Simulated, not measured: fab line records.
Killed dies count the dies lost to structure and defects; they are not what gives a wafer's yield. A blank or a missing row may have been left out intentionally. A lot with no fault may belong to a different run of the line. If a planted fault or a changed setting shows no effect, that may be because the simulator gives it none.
Lot-split experiment -- flow n5_finfet -- on a route of 1938 steps: 7 lots, 39 wafers read

THE SPLIT ITSELF
At N5_DUMMY_GATE_ETCH_32 (etches SiO2 in CF4, target depth 3.5 nm, time 3.9 s), the setting time_s was moved away from the recipe's 3.9 s on 12 of the 39 wafers read, by -18.9% to +21.4%. This setting was run at the recipe's value on the other wafers.

Reading taken at the split's own step.

THE READING
etch.depth_nm (the simulator's own value, which no gauge read), in nm, at N5_DUMMY_GATE_ETCH_32 (etches SiO2 in CF4, target depth 3.5 nm, time 3.9 s). The file gives no usual value for it. Average 3.488 nm, standard deviation 0.072 nm, over the 27 wafers here run with the recipe.

wafer,"tool, chamber at the split","time_s as run, s",against the recipe,"etch.depth_nm, nm",against lot-mates on the recipe
L076.1,"rie_si-05, 2",3.9,recipe,3.623,-
L076.2,"rie_si-05, 3",3.9,recipe,3.53,-
L076.3,"rie_si-05, 0",3.9,recipe,3.572,-
L076.4,"rie_si-05, 1",3.9,recipe,3.501,-
L076.5,"rie_si-05, 3",3.9,recipe,3.518,-
L076.6,"rie_si-05, 0",3.9,recipe,3.588,-
L077.1,"rie_si-02, 1",3.9,recipe,3.373,-
L077.2,"rie_si-02, 2",3.9,recipe,3.399,-
L077.3,"rie_si-02, 0",3.9,recipe,3.582,-
L077.5,"rie_si-02, 0",3.9,recipe,3.582,-
L077.4,"rie_si-02, 3",3.9,recipe,3.525,-
L077.6,"rie_si-02, 1",3.9,recipe,3.41,-
L079.1,"rie_si-02, 2",4.736,+21.4%,4.116,+0.650
L079.2,"rie_si-02, 1",4.736,+21.4%,4.114,+0.648
L079.3,"rie_si-02, 3",3.9,recipe,3.529,-
L079.4,"rie_si-02, 2",3.9,recipe,3.402,-
L079.5,"rie_si-02, 3",3.9,recipe,3.468,-
L079.6,"rie_si-02, 1",4.736,+21.4%,4.128,+0.662
L081.1,"rie_si-04, 2",3.9,recipe,3.372,-
L081.2,"rie_si-04, 1",3.9,recipe,3.524,-
L081.3,"rie_si-04, 0",3.251,-16.6%,2.869,-0.573
L081.4,"rie_si-04, 3",3.251,-16.6%,2.906,-0.536
L081.5,"rie_si-04, 0",3.9,recipe,3.429,-
L081.6,"rie_si-04, 1",3.251,-16.6%,2.941,-0.501
L086.1,"rie_si-04, 0",3.9,recipe,3.443,-
L086.2,"rie_si-04, 1",3.9,recipe,3.535,-
L086.3,"rie_si-04, 2",3.9,recipe,3.404,-
L086.4,"rie_si-04, 3",3.595,-7.8%,3.242,-0.219
L086.5,"rie_si-04, 1",3.595,-7.8%,3.264,-0.197
L086.6,"rie_si-04, 0",3.595,-7.8%,3.182,-0.279
L087.1,"rie_si-05, 0",3.9,recipe,3.537,-
L087.3,"rie_si-05, 2",3.9,recipe,3.543,-
L087.4,"rie_si-05, 1",3.9,recipe,3.475,-
L092.1,"rie_si-04, 0",3.162,-18.9%,2.758,-0.677
L092.2,"rie_si-04, 2",3.9,recipe,3.401,-
L092.3,"rie_si-04, 3",3.9,recipe,3.456,-
L092.4,"rie_si-04, 0",3.162,-18.9%,2.785,-0.650
L092.5,"rie_si-04, 2",3.162,-18.9%,2.75,-0.685
L092.6,"rie_si-04, 3",3.9,recipe,3.449,-

THE FIT
A straight line over all 39 wafers: etch.depth_nm changes by +0.0334 nm for each +1% of time_s; r = +0.98; the points scatter about the line by 0.071 nm.
The same after taking each lot's own level away (the mean of its wafers on the recipe; 39 wafers): +0.0323 nm for each +1%; r = +0.98; scatter 0.055 nm.
On that fit, the largest move of time_s shifts the reading by 0.69 nm.
Across the lots, their own levels run from 3.4353 to 3.5553 nm, a range of 1.7 times the standard deviation given above.
The two slopes are in agreement: the lot-to-lot level therefore moves the slope only a little.
Check: +0.694 nm against its lot-mates is what the line predicts for one of the wafers moved furthest among these (+21.4%) when that wafer is left out of the fit. Against them it came out at +0.65 nm.

OTHER SPLITS APPLIED TO THESE WAFERS
Before the reading, these wafers also passed through other splits. Each is held against what the fit with the lots' levels taken away leaves over:
other split on the same wafers,wafers away from the commonest value,r with etch.depth_nm (lot level and that fit taken away)
N5_FIN_SAQP_ALD_61 ald_cycles,9,-0.05

THE FILE'S OWN FIT
etch.depth_nm changes by +0.0324 nm for each +1% of time_s, r = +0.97.
